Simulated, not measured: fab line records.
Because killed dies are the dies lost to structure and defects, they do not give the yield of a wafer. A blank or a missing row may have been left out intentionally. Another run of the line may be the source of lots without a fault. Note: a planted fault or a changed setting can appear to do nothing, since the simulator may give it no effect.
Struck lot and sound lot, side by side | flow n5-finfet | 41 steps out of a route of 1938
Sound: the wafers L537.4, L537.5, L537.6. Struck: wafers L548.2, L548.3, L548.6. Last of all comes the cause.
Order at every step that has rows: each side's tool, ch and its chambers, its first start. Under that, the readings that differ: sound wafers | struck wafers | difference of the means | sigmas: that difference in standard deviations of wafers without a fault.
alike: readings whose means differ by less than 2 such deviations, and words and numbers that are the same on both sides. not compared: withheld readings, readings that some wafer has no value for, bounds like >300 that may hide the same value, and numbers for which the record gives no deviation and whose values overlap.
Wherever a step has rows on one side only, a row that says differs or no value, or a row with sigmas, the two part there. Numbers that don't overlap but have no deviation are shown without sigmas and don't part them. Lack of a reading on every wafer of one side parts them only where that side has two or more wafers.

first, 6 steps without rows for these wafers: N5_PMOS_HMC_CHANNEL_EPI_COAT_03 (resist thk 205 nm); N5_PMOS_HMC_CHANNEL_EPI_EBR_05; N5_PMOS_HMC_CHANNEL_EPI_SOFTBAKE_04 (time 60 s); N5_PMOS_HMC_CHANNEL_EPI_EXPOSE_06 (exposes mask PMOS HMC BLK, target cd 240 nm); N5_PMOS_HMC_CHANNEL_EPI_PEB_07 (peb time 60 s); N5_PMOS_HMC_CHANNEL_EPI_DEVELOP_08 (develop time 30 s).
N5_PMOS_HMC_CHANNEL_EPI_CD_MEAS_09: the cd target is 237.4 nm.
  sound on cd-sem-01 ch 0, day 1 17:01; struck on cd-sem-01 ch 0, day 4 13:55
  alike: cd-nm
N5_PMOS_HMC_CHANNEL_EPI_OVL_MEAS_10:
  sound on overlay-01 ch 0, day 1 17:02; struck on overlay-02 ch 0, day 4 13:57
  alike: PMOS_HMC_BLK_OVL
N5_PMOS_HMC_CHANNEL_EPI_INSPECT_11: inspects for defects (macro).
  struck on defect-inspect-01, day 4 13:58; sound on defect-inspect-01, day 1 17:04
  alike: raw-defect-count
then, 3 steps without rows for these wafers: N5_PMOS_HMC_CHANNEL_EPI_DESCUM_14 (chemistry O2, time 7.9 s); N5_PMOS_HMC_CHANNEL_EPI_ETCH_32 (etches BARC in N2/H2, stops on SiO2, target depth 85.8 nm, time 50.3 s); N5_PMOS_HMC_CHANNEL_EPI_HM_OPEN_15 (chemistry CHF3/O2, target SiO2, target depth 40.6 nm, time 20.3 s).
N5_PMOS_HMC_CHANNEL_EPI_STRIP_33: strips in N2/H2.
  sound on rie-diel-05 ch 2,3, day 1 17:14; struck on rie-diel-05 ch 0,2, day 4 14:08
  alike: drypump-motor-current-A, n2-flow-sccm, oes-product-au, rf-vpp-V, showerhead-plenum-p-Torr, throttle-valve-pct
  not compared: rf-hours-counter-h
then, 9 steps without rows for these wafers: N5_PMOS_HMC_CHANNEL_EPI_STRIP_17 (strips in SPM, time 750 s); N5_PMOS_HMC_CHANNEL_EPI_ETCH_38 (etches SiO2 in CF4, target depth 1.5 nm); N5_PMOS_HMC_CHANNEL_EPI_FIN_RECESS_16 (chemistry HBr/Cl2, target Si, target depth 54 nm, time 18 s); N5_PMOS_HMC_CHANNEL_EPI_PRECLEAN_36 (cleans in O3/DIW, time 45 s); N5_PMOS_HMC_CHANNEL_EPI_PRECLEAN_18 (cleans in DHF, time 30 s); N5_PMOS_HMC_CHANNEL_EPI_SRD_19 (time 30 s); N5_PMOS_HMC_CHANNEL_EPI_EPI_20 (deposits SiGe30, target thk 59 nm); N5_PMOS_HMC_CHANNEL_EPI_HM_STRIP_35 (strips SiO2 in dHF, material SiO2, target depth 39.6 nm, time 216 s); N5_PMOS_HMC_CHANNEL_EPI_SRD_39 (time 30 s).
N5_PMOS_HMC_CHANNEL_EPI_CMP_21: polishes SiGe30, target thk 54 nm.
  sound on cmp-03 ch 0,1,2, day 1 19:16; struck on cmp-01 ch 1,2, day 4 16:02
  alike: motor-current-A
  not compared: pad-life-wafers
N5_PMOS_HMC_CHANNEL_EPI_THK_MEAS_22:
  struck on film-metro-01, day 4 16:17; sound on film-metro-02, day 1 19:26
  alike: HMC_CMP_THK
then, 4 steps without rows for these wafers: N5_PMOS_HMC_CHANNEL_EPI_PRECLEAN_40 (cleans in DHF, time 30 s); N5_PMOS_HMC_CHANNEL_EPI_PRECLEAN_37 (cleans in O3/DIW, time 45 s); N5_PMOS_HMC_CHANNEL_EPI_PRECLEAN_24 (cleans in DHF, time 30 s); N5_PMOS_HMC_CHANNEL_EPI_SRD_25 (time 30 s).
N5_PMOS_HMC_CHANNEL_EPI_EPI_26: deposits Si from SiH4/H2, target thk 3.8 nm, time 22.7 s.
  sound on epi-rpcvd-04 ch 0, day 1 19:45; struck on epi-rpcvd-04 ch 0, day 4 16:27
  alike: chamber-pressure-Torr, lamp-inner-pct, throttle-valve-pct
then, 4 steps without rows for these wafers: N5_FIN_SAQP_PRECLEAN_42 (cleans in O3/DIW, time 60 s); N5_FIN_SAQP_PRECLEAN_00 (cleans in SC1, time 60 s); N5_FIN_SAQP_PRECLEAN_44 (cleans in SC2, time 45 s); N5_FIN_SAQP_SRD_01 (time 30 s).
N5_FIN_SAQP_ALD_61: deposits SiO2, target thk 4 nm, pulse time 1 s, purge time 2 s.
  sound on ald-sin-02 ch 2,3, day 1 20:41; struck on ald-sin-01 ch 0,2,3, day 4 17:58
  alike: chamber-pressure-Torr, heater-power-w, precursor-pulse-height-rel
N5_FIN_SAQP_DENSIFY_62: time 60 s.
  sound on rtp-anneal-02 ch 0, day 1 20:59; struck on rtp-anneal-02 ch 0, day 4 18:22
  alike: lamp-power-pct, wafer_temp_C_max
then, 1 step without rows for these wafers: N5_FIN_SAQP_HM_DEP_03 (deposits SiNx from SiH4/NH3/N2, target thk 38 nm, time 33.6 s).
N5_FIN_SAQP_THK_MEAS_05:
  struck on film-metro-01, day 4 18:39; sound on film-metro-01, day 1 21:13
  alike: thk-nm
then, 2 steps without rows for these wafers: N5_FIN_SAQP_PECVD_47 (deposits a-Si from SiH4/He, target thk 45 nm, time 36.3 s); N5_FIN_SAQP_PECVD_48 (deposits SiNx from SiH4/NH3/N2, target thk 25 nm, time 22.1 s).
N5_FIN_SAQP_PECVD_06: deposits a-Si from SiH4/He, target thk 60 nm, time 48.1 s.
  sound on pecvd-04 ch 0,1,2, day 1 21:21; struck on pecvd-03 ch 1,2, day 4 18:46
  alike: chamber-pressure-Torr, heater-power-w, showerhead-plenum-p-Torr, throttle-valve-pct
-- the record jumps here: 10 days lie between the struck wafers' starts before and after (it left off in module FIN_SAQP and takes up again in module PASSIVATION, whose first step shown is number 1936 of the route) --
N5_PASSIVATION_PROBE_49:
  struck on prober-01, day 15 04:47; sound on prober-02, day 11 22:53
  reading             | sound       | struck      | difference | sigmas
  killed-at-front-end | 36 29 50    | 244 190 210 | +176       | +15
  killed-dies         | 104 110 109 | 308 256 255 | +165       | +10
  alike: killed_at_M0_to_M3, killed_at_M4_up, killed-at-contacts, killed-at-other, killed-open, killed-short

## WHERE THEY PART
Only at N5_PASSIVATION_PROBE_49, within this record.

WHY: whatever the simulator had introduced
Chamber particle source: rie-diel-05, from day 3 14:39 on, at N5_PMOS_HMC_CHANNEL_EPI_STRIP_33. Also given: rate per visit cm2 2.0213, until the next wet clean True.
